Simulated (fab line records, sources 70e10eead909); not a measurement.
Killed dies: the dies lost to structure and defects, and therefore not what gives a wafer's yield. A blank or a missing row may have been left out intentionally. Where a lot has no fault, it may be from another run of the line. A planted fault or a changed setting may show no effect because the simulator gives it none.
The tool behind it: which one?    flow nandHarc    Sampling: 7 lots, 21 wafers, 3 of 1302 route steps

## WHAT THE GAUGES READ, wafer by wafer
NHARC_A_M0_CD_MEAS_09 targets a cd of 80 nm.
lot   measured      on        cdNm (nm)
L828  day 23 16:50  cdSem-02  79.4 80.9 80.7
L829  day 23 23:31  cdSem-02  81.0 80.5 78.7
L832  day 25 05:48  cdSem-03  79.2 79.1 79.9
L836  day 26 20:19  cdSem-03  79.9 80.1 81.1
L838  day 27 18:44  cdSem-02  80.8 80.5 80.5
L844  day 30 11:06  cdSem-02  79.5 80.6 79.1
L848  day 31 20:00  cdSem-03  109.3 108.3 107.8 109.5 108.8 107.4

## WHICH TOOL RAN EACH LOT (tool, then ch and the chambers of the sampled wafers, then the start)
lot   NHARC_A_BLC_ALD_23                  NHARC_A_M0_PEB_07
L828  aldMetal-02 ch 0,1,2, day 23 14:49  lithoTrack-06 ch 0, day 23 16:46
L829  aldMetal-02 ch 0,3, day 23 21:19    lithoTrack-06 ch 0, day 23 23:26
L832  aldMetal-03 ch 0,3, day 25 03:55    lithoTrack-01 ch 0, day 25 05:43
L836  aldMetal-01 ch 2,3, day 26 18:26    lithoTrack-06 ch 0, day 26 20:14
L838  aldMetal-02 ch 0,2, day 27 16:49    lithoTrack-04 ch 0, day 27 18:40
L844  aldMetal-02 ch 0,1,3, day 30 09:04  lithoTrack-01 ch 0, day 30 11:01
L848  aldMetal-02 ch 0,2,3, day 31 16:11  lithoTrack-04 ch 0, day 31 19:55
- NHARC_A_BLC_ALD_23: deposits TiN, target thk 3 nm, pulse time 1 s, ald cycles 150.
- NHARC_A_M0_PEB_07: peb time 65 s.

## THE ANSWER, worked out from the rows above alone
Rule: usual is defined by the lots themselves. The widest of any qualifying gaps counts: lots, ordered by their means at a reading, are off when they make up no more than a third of the lots, leave a main group of 4 or more, and stand apart from it by 3 or more times the standard deviation of that group's means. If all means in a main group match to the digits the tables above print for the reading, that group is not used. A lot without any number at a reading at which 4 lots or more have one is off too. All remaining lots with rows at the step are treated as sound.
Off at NHARC_A_M0_CD_MEAS_09 (cdNm): L848. The main group has a mean of 80.1 nm with a standard deviation of 0.41.
If a tool, at a process step before that reading, ran all the lots that are off and no sound lot after the first of them, it fits. Those tools and the gauges at NHARC_A_M0_CD_MEAS_09 are tried in the same way. Can't be told from this: 3 tools fit, aldMetal-02 at NHARC_A_BLC_ALD_23, lithoTrack-04 at NHARC_A_M0_PEB_07, cdSem-03 at NHARC_A_M0_CD_MEAS_09.

## WHAT THE SIMULATOR HAD PUT IN
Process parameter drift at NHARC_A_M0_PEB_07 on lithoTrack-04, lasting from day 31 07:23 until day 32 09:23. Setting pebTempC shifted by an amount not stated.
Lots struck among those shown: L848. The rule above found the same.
